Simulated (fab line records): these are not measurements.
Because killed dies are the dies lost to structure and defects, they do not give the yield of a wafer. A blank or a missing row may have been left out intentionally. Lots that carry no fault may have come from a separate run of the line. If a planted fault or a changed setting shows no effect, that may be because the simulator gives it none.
Chamber matching || flow n5_finfet || N5_BEOL_M1_ETCH_74 on rie_diel-06: 4 sister chambers
The step etches underlayer in N2/H2, target depth 6.5 nm, time 5.2 s. 4 wafers are shown with their chamber, then 8 later ones without.

## WAFERS PAIRED WITH THEIR CHAMBERS
{"wafer": "L087.4", "chamber": 3, "drypump_motor_current_A (A)": 5.86}
{"wafer": "L088.3", "chamber": 2, "drypump_motor_current_A (A)": 5.34}
{"wafer": "L088.4", "chamber": 0, "drypump_motor_current_A (A)": 5.56}
{"wafer": "L091.4", "chamber": 1, "drypump_motor_current_A (A)": 5.62}

## WAFERS WITH NO CHAMBER GIVEN
{"wafer": "L091.5", "drypump_motor_current_A (A)": 5.33}
{"wafer": "L091.6", "drypump_motor_current_A (A)": 5.89}
{"wafer": "L092.1", "drypump_motor_current_A (A)": 5.56}
{"wafer": "L092.3", "drypump_motor_current_A (A)": 5.33}
{"wafer": "L092.4", "drypump_motor_current_A (A)": 5.87}
{"wafer": "L094.1", "drypump_motor_current_A (A)": 5.57}
{"wafer": "L094.3", "drypump_motor_current_A (A)": 5.64}
{"wafer": "L094.5", "drypump_motor_current_A (A)": 5.57}

## THE CHAMBER EACH PASSED THROUGH
{"wafer": "L091.5", "from the rows above": 2, "in truth": 2}
{"wafer": "L091.6", "from the rows above": 3, "in truth": 3}
{"wafer": "L092.1", "from the rows above": 0, "in truth": 0}
{"wafer": "L092.3", "from the rows above": 2, "in truth": 2}
{"wafer": "L092.4", "from the rows above": 3, "in truth": 3}
{"wafer": "L094.1", "from the rows above": 0, "in truth": 0}
{"wafer": "L094.3", "from the rows above": 1, "in truth": 1}
{"wafer": "L094.5", "from the rows above": 0, "in truth": 0}
Correctly placed: 8 of 8. Can't be placed from these rows: 0. Wrongly placed: 0.
How it was worked out, from the rows above alone: a wafer's distance from a chamber is the root of the sum, over the readings, of the square of ((its reading less the chamber's mean) divided by the reading's scatter). If the next closest chamber is less than 2 further off than the closest, the wafer can't be placed; otherwise it belongs to the closest. A chamber's mean is the mean of its shown wafers. The scatter: root of mean squared gap, hidden wafer to nearest shown wafer, with one shown wafer a chamber.
